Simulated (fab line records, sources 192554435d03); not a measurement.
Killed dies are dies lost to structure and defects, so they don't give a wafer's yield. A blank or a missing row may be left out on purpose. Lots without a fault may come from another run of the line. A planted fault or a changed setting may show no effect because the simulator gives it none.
Chamber matching | flow n5_finfet | N5_SDB_HM_DEP_00 on pecvd-02: 3 sister chambers
The step deposits SiNx from SiH4/NH3/N2, target thk 40 nm, time 35.3 s. 20 wafers are shown with their chamber, then 10 later ones without.

WAFERS WITH THEIR CHAMBER
wafer  | chamber | throttle_valve_pct (%) | showerhead_plenum_p_Torr (Torr) | heater_power_w (W)
L074.2 | 0       | 36.2                   | 5.06                            | 648
L074.4 | 1       | 37.6                   | 5.10                            | 747
L074.5 | 2       | 39.2                   | 5.09                            | 851
L075.1 | 1       | 37.7                   | 5.10                            | 737
L075.4 | 2       | 39.2                   | 5.09                            | 888
L075.6 | 1       | 37.7                   | 5.09                            | 741
L079.1 | 0       | 36.4                   | 5.05                            | 736
L079.2 | 2       | 39.0                   | 5.08                            | 879
L079.3 | 1       | 37.7                   | 5.10                            | 745
L080.3 | 0       | 36.3                   | 5.06                            | 667
L080.4 | 0       | 36.7                   | 5.05                            | 685
L080.5 | 2       | 38.8                   | 5.09                            | 787
L081.1 | 2       | 39.1                   | 5.08                            | 842
L081.5 | 2       | 39.1                   | 5.10                            | 842
L081.6 | 0       | 36.5                   | 5.06                            | 713
L082.1 | 2       | 39.3                   | 5.08                            | 855
L082.5 | 1       | 37.6                   | 5.11                            | 783
L082.6 | 2       | 39.0                   | 5.08                            | 863
L085.1 | 0       | 36.5                   | 5.07                            | 750
L085.3 | 2       | 39.0                   | 5.08                            | 723

SIGNATURES (means of the wafers above)
reading                  | chamber 0 | chamber 1 | chamber 2 | scatter within a chamber
throttle_valve_pct       | 36.433    | 37.660    | 39.078    | 0.142
showerhead_plenum_p_Torr | 5.0583    | 5.1000    | 5.0856    | 0.0073
heater_power_w           | 699.83    | 750.60    | 836.67    | 42.3
Rule: a wafer's distance from a chamber is the root of the sum, over the readings, of the square of ((its reading less the chamber's mean) divided by the reading's scatter). The wafer belongs to the nearest chamber; if the next one is less than 2 further off, it can't be placed. The scatter: the root of (the sum of the squares of (reading less its chamber's mean) over the shown wafers, divided by (wafers less chambers)).

WAFERS WITHOUT THEIR CHAMBER
wafer  | throttle_valve_pct (%) | showerhead_plenum_p_Torr (Torr) | heater_power_w (W)
L085.4 | 36.4                   | 5.07                            | 767
L089.1 | 39.1                   | 5.08                            | 842
L089.4 | 37.5                   | 5.10                            | 775
L089.6 | 39.0                   | 5.08                            | 821
L094.1 | 39.0                   | 5.10                            | 824
L094.2 | 36.7                   | 5.04                            | 741
L094.5 | 37.6                   | 5.09                            | 707
L097.1 | 37.0                   | 5.05                            | 705
L097.3 | 36.7                   | 5.06                            | 711
L097.5 | 38.0                   | 5.10                            | 744

WHICH CHAMBER EACH WENT THROUGH
wafer  | from the rows above | in truth
L085.4 | 0                   | 0
L089.1 | 2                   | 2
L089.4 | 1                   | 1
L089.6 | 2                   | 2
L094.1 | 2                   | 2
L094.2 | 0                   | 0
L094.5 | 1                   | 1
L097.1 | 0                   | 0
L097.3 | 0                   | 0
L097.5 | 1                   | 1
Placed correctly: 10 of 10. Can't be placed from these rows: 0. Placed wrongly: 0.
